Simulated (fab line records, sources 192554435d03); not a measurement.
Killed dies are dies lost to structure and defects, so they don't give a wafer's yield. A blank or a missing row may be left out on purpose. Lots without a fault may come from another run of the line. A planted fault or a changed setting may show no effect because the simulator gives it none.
Which tool did it? | flow n5_finfet | 10 lots, 30 wafers sampled, at 7 steps of a route of 1938

WHAT THE GAUGES READ, wafer by wafer
N5_BEOL_M4_INSPECT_59: inspects for defects (darkfield). Usual: raw_defect_count 71, standard deviation 25.
lot  | measured     | on                | raw_defect_count | flag
L468 | day 9 13:22  | defect_inspect-02 | 117 84 66        |
L469 | day 9 16:57  | defect_inspect-01 | 34 51 59         |
L471 | day 10 01:19 | defect_inspect-01 | 51 48 56         |
L472 | day 10 13:08 | defect_inspect-01 | 45 50 68         |
L476 | day 11 04:50 | defect_inspect-01 | 47 40 29         |
L479 | day 11 11:53 | defect_inspect-01 | 46 711 66        | OFF
L477 | day 11 17:13 | defect_inspect-02 | 107 735 779      | OFF
L478 | day 12 09:34 | defect_inspect-02 | 54 58 71         |
L484 | day 13 04:17 | defect_inspect-02 | 80 106 92        |
L487 | day 14 03:31 | defect_inspect-01 | 50 122 87        |

N5_BEOL_M4_RC_MEAS_101. Usual: DIBL_N 36.1 mV/V, standard deviation 1.6; DIBL_P 35.8 mV/V, standard deviation 2; IOFF_N 0.157 nA/um, standard deviation 0.029; IOFF_P 0.21 nA/um, standard deviation 0.034; ION_N 677 uA/um, standard deviation 13; ION_P 465 uA/um, standard deviation 8.1; SS_N 71.3 mV/dec, standard deviation 0.61; SS_P 73.2 mV/dec, standard deviation 0.65; VT_N 249 mV, standard deviation 3.3; VT_P -250 mV, standard deviation 3.2.
lot  | measured     | on        | DIBL_N (mV/V)  | DIBL_P (mV/V)  | IOFF_N (nA/um)    | IOFF_P (nA/um) | ION_N (uA/um) | ION_P (uA/um) | SS_N (mV/dec)  | SS_P (mV/dec)  | VT_N (mV)   | VT_P (mV)      | flag
L468 | day 9 13:23  | prober-02 | 37.6 35.0 36.7 | 37.7 34.2 37.0 | 0.208 0.148 0.181 | 0.24 0.19 0.23 | 694 678 676   | 467 468 460   | 71.5 71.5 71.1 | 74.4 73.2 73.8 | 245 247 247 | -250 -250 -248 |
L469 | day 9 16:58  | prober-02 | 36.0 39.0 35.8 | 33.8 39.3 34.8 | 0.128 0.195 0.135 | 0.19 0.27 0.20 | 644 685 658   | 452 472 451   | 70.7 71.7 71.0 | 72.8 73.7 73.5 | 254 249 253 | -255 -247 -252 |
L471 | day 10 01:29 | prober-01 | 33.4 35.9 33.6 | 31.8 34.4 31.7 | 0.111 0.152 0.112 | 0.16 0.20 0.16 | 658 693 679   | 455 473 467   | 70.3 70.8 70.9 | 72.7 72.9 72.5 | 254 248 253 | -255 -249 -254 |
L472 | day 10 13:10 | prober-01 | 36.8 36.6 37.4 | 34.7 35.0 35.3 | 0.162 0.168 0.169 | 0.22 0.23 0.23 | 686 684 670   | 473 465 464   | 71.3 71.1 71.2 | 73.4 73.3 72.9 | 246 245 247 | -247 -246 -248 |
L476 | day 11 04:52 | prober-01 | 35.7 36.1 36.9 | 34.9 36.7 36.5 | 0.159 0.173 0.179 | 0.24 0.28 0.27 | 678 685 678   | 474 478 478   | 70.0 70.5 71.5 | 72.7 73.2 73.3 | 251 250 248 | -242 -245 -244 |
L479 | day 11 12:04 | prober-02 | 34.5 36.2 36.2 | 35.2 36.6 37.0 | 0.138 0.164 0.176 | 0.19 0.21 0.23 | 680 684 688   | 469 470 476   | 71.0 71.9 71.5 | 72.1 73.2 72.6 | 252 245 245 | -249 -251 -247 |
L477 | day 11 17:14 | prober-01 | 33.2 35.7 34.5 | 31.2 34.0 32.1 | 0.101 0.127 0.107 | 0.13 0.16 0.14 | 667 663 642   | 457 454 443   | 70.6 71.1 71.7 | 72.3 73.0 72.6 | 255 255 258 | -259 -256 -259 |
L478 | day 12 09:45 | prober-02 | 34.7 35.7 36.0 | 34.5 34.6 35.6 | 0.137 0.144 0.157 | 0.19 0.18 0.20 | 675 661 668   | 467 455 453   | 71.1 71.6 72.3 | 72.2 72.4 72.8 | 248 249 247 | -250 -253 -251 |
L484 | day 13 04:33 | prober-01 | 33.9 35.4 35.3 | 34.0 34.9 35.1 | 0.114 0.128 0.133 | 0.19 0.20 0.21 | 666 654 672   | 461 456 468   | 70.4 70.9 70.9 | 73.0 72.7 72.8 | 253 254 252 | -250 -251 -250 |
L487 | day 14 03:41 | prober-01 | 36.5 35.2 34.0 | 35.9 34.7 34.3 | 0.157 0.133 0.127 | 0.23 0.21 0.20 | 671 681 683   | 466 476 477   | 71.4 70.9 71.1 | 72.8 72.9 72.5 | 248 253 251 | -249 -249 -251 |

N5_BEOL_M5_INSPECT_13: inspects for defects (brightfield). Usual: raw_defect_count 414, standard deviation 99.
lot  | measured     | on                | raw_defect_count | flag
L468 | day 9 17:13  | defect_inspect-02 | 546 473 454      |
L469 | day 9 20:37  | defect_inspect-01 | 355 238 288      |
L471 | day 10 07:30 | defect_inspect-01 | 413 462 525      |
L472 | day 10 16:30 | defect_inspect-02 | 406 340 440      |
L476 | day 11 07:58 | defect_inspect-01 | 420 368 295      |
L479 | day 11 14:40 | defect_inspect-01 | 375 1286 362     |
L477 | day 11 19:22 | defect_inspect-02 | 406 1107 1152    | OFF
L478 | day 12 12:26 | defect_inspect-01 | 404 367 451      |
L484 | day 13 07:42 | defect_inspect-01 | 434 457 535      |
L487 | day 14 09:26 | defect_inspect-02 | 369 486 419      |

WHICH TOOL RAN EACH LOT (tool, then ch and the chambers of the sampled wafers, then the start)
lot  | N5_BEOL_M4_ANNEAL_87         | N5_BEOL_M4_ANNEAL_89         | N5_BEOL_M4_SPUTTER_94        | N5_BEOL_M4_CO_CAP_55
L468 | pvd_sputter-03, day 9 11:16  | pvd_sputter-03, day 9 11:29  | pvd_sputter-03, day 9 12:04  | cvd_co-02 ch 0,1, day 9 13:09
L469 | pvd_sputter-03, day 9 14:51  | pvd_sputter-03, day 9 15:04  | pvd_sputter-03, day 9 15:39  | cvd_co-01 ch 0,1,2, day 9 16:44
L471 | pvd_sputter-02, day 9 23:13  | pvd_sputter-02, day 9 23:26  | pvd_sputter-02, day 10 00:01 | cvd_co-01 ch 0,1, day 10 01:06
L472 | pvd_sputter-03, day 10 11:02 | pvd_sputter-03, day 10 11:16 | pvd_sputter-03, day 10 11:50 | cvd_co-02 ch 0,1,2, day 10 12:56
L476 | pvd_sputter-02, day 11 02:44 | pvd_sputter-02, day 11 02:58 | pvd_sputter-02, day 11 03:32 | cvd_co-01 ch 0,1,2, day 11 04:38
L479 | pvd_sputter-03, day 11 09:47 | pvd_sputter-03, day 11 10:00 | pvd_sputter-03, day 11 10:35 | cvd_co-02 ch 0,2, day 11 11:40
L477 | pvd_sputter-03, day 11 14:59 | pvd_sputter-03, day 11 15:12 | pvd_sputter-03, day 11 15:47 | cvd_co-02 ch 0,2, day 11 17:00
L478 | pvd_sputter-02, day 12 07:20 | pvd_sputter-02, day 12 07:35 | pvd_sputter-02, day 12 08:14 | cvd_co-01 ch 0,1, day 12 09:22
L484 | pvd_sputter-03, day 13 01:49 | pvd_sputter-03, day 13 02:02 | pvd_sputter-03, day 13 02:37 | cvd_co-01 ch 0,1,2, day 13 04:05
L487 | pvd_sputter-02, day 14 01:25 | pvd_sputter-02, day 14 01:38 | pvd_sputter-02, day 14 02:13 | cvd_co-01 ch 0,1, day 14 03:18
- N5_BEOL_M4_ANNEAL_87: time 240 s.
- N5_BEOL_M4_ANNEAL_89: time 240 s.
- N5_BEOL_M4_SPUTTER_94: material Cu, target thk 4.5 nm, time 8.29 s.
- N5_BEOL_M4_CO_CAP_55: material Co, precursor CCTBA/H2, target thk 2 nm, time 102.1 s.

WHAT THE TOOLS THEMSELVES READ (means of the sampled wafers that have a number; where no wafer has one, the mark that the record gives instead)
N5_BEOL_M4_ANNEAL_87. Usual: heater_power_w 789 W, standard deviation 85.
lot  | tool           | heater_power_w (W) | flag
L468 | pvd_sputter-03 | 809                |
L469 | pvd_sputter-03 | 829                |
L471 | pvd_sputter-02 | 774                |
L472 | pvd_sputter-03 | 801                |
L476 | pvd_sputter-02 | 796                |
L479 | pvd_sputter-03 | 772                |
L477 | pvd_sputter-03 | 822                |
L478 | pvd_sputter-02 | 721                |
L484 | pvd_sputter-03 | 802                |
L487 | pvd_sputter-02 | 820                |

N5_BEOL_M4_ANNEAL_89. Usual: heater_power_w 789 W, standard deviation 84.
lot  | tool           | heater_power_w (W) | flag
L468 | pvd_sputter-03 | 810                |
L469 | pvd_sputter-03 | 839                |
L471 | pvd_sputter-02 | 770                |
L472 | pvd_sputter-03 | 790                |
L476 | pvd_sputter-02 | 813                |
L479 | pvd_sputter-03 | 770                |
L477 | pvd_sputter-03 | 824                |
L478 | pvd_sputter-02 | 742                |
L484 | pvd_sputter-03 | 801                |
L487 | pvd_sputter-02 | 819                |

N5_BEOL_M4_SPUTTER_94. Usual: chamber_pressure_pa 0.07003 Pa, standard deviation 0.00014; throttle_valve_pct 29.9 %, standard deviation 1.5.
lot  | tool           | chamber_pressure_pa (Pa) | throttle_valve_pct (%) | flag
L468 | pvd_sputter-03 | 0.07006                  | 29.1                   |
L469 | pvd_sputter-03 | 0.06998                  | 28.4                   |
L471 | pvd_sputter-02 | 0.07011                  | 29.7                   |
L472 | pvd_sputter-03 | 0.06993                  | 29.1                   |
L476 | pvd_sputter-02 | 0.07004                  | 29.3                   |
L479 | pvd_sputter-03 | 0.07012                  | 29.3                   |
L477 | pvd_sputter-03 | 0.07003                  | 28.2                   |
L478 | pvd_sputter-02 | 0.07015                  | 29.8                   |
L484 | pvd_sputter-03 | 0.07001                  | 28.9                   |
L487 | pvd_sputter-02 | 0.07004                  | 28.7                   |

N5_BEOL_M4_CO_CAP_55. Usual: heater_power_w 244 W, standard deviation 26.
lot  | tool      | heater_power_w (W) | flag
L468 | cvd_co-02 | 249                |
L469 | cvd_co-01 | 245                |
L471 | cvd_co-01 | 271                |
L472 | cvd_co-02 | 242                |
L476 | cvd_co-01 | 240                |
L479 | cvd_co-02 | 239                |
L477 | cvd_co-02 | 250                |
L478 | cvd_co-01 | 272                |
L484 | cvd_co-01 | 246                |
L487 | cvd_co-01 | 274                |

THE ANSWER, worked out from the rows above alone
Rule: a lot is off if the mean of its wafers that have a number lies more than 3 standard deviations from the usual mean. A lot without any number at a reading at which 4 lots or more have one is off too. The other lots that the step has rows for count as sound. The gauges are gone through in route order, then the tools' own readings, and for those a lot's mean is taken as printed above. The first step at which some lot is off is used, and at that step the reading that is off furthest; a lot without a number counts as furthest.
Off: L479, L477, at N5_BEOL_M4_INSPECT_59 (raw_defect_count).
A tool fits if, at a process step before that reading, it ran every lot that is off, and no sound lot after the first of them. The gauges at N5_BEOL_M4_INSPECT_59 are tried like those tools. One fits: cvd_co-02 at N5_BEOL_M4_CO_CAP_55. Its last sound lot is L472 (day 10 12:56), its first lot that is off L479 (day 11 11:40): a fault that began between those two fits.

WHAT THE SIMULATOR HAD PUT IN
Chamber particle source: cvd_co-02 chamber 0, from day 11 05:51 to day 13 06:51, at N5_BEOL_M4_CO_CAP_55. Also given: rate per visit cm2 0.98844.
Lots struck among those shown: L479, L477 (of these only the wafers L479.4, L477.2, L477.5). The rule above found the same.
